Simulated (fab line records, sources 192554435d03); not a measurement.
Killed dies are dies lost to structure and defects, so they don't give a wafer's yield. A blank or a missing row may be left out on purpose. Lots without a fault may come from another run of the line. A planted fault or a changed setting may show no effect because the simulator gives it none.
Chamber matching | flow n5_finfet | N5_SDB_CMP_30 on cmp-04: 4 sister chambers
The step polishes, stops on poly-Si, t overpolish 1.54 s, target thk 30 nm. 4 wafers are shown with their chamber, then 7 later ones without.

WAFERS WITH THEIR CHAMBER
wafer  | chamber | motor_current_A (A)
L082.5 | 3       | 11.7
L086.4 | 2       | 13.9
L090.1 | 0       | 11.4
L090.2 | 1       | 11.9

WAFERS WITHOUT THEIR CHAMBER
wafer  | motor_current_A (A)
L090.3 | 13.5
L091.1 | 11.9
L091.4 | 14.5
L091.6 | 11.8
L097.1 | 13.7
L097.4 | 11.7
L097.6 | 11.3

WHICH CHAMBER EACH WENT THROUGH
wafer  | from the rows above          | in truth
L090.3 | 2                            | 2
L091.1 | can't be placed: 1 or 3 or 0 | 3
L091.4 | 2                            | 2
L091.6 | can't be placed: 1 or 3 or 0 | 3
L097.1 | 2                            | 2
L097.4 | can't be placed: 3 or 1 or 0 | 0
L097.6 | can't be placed: 0 or 3 or 1 | 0
Placed correctly: 3 of 7. Can't be placed from these rows: 4 (the true chamber is among the candidates in 4). Placed wrongly: 0.
How it was worked out, from the rows above alone: a wafer's distance from a chamber is the root of the sum, over the readings, of the square of ((its reading less the chamber's mean) divided by the reading's scatter). The wafer belongs to the nearest chamber; if the next one is less than 2 further off, it can't be placed. A chamber's mean is the mean of its shown wafers. The scatter: with one shown wafer a chamber, the root of the mean of the squares of how far each hidden wafer lies from its nearest shown one.
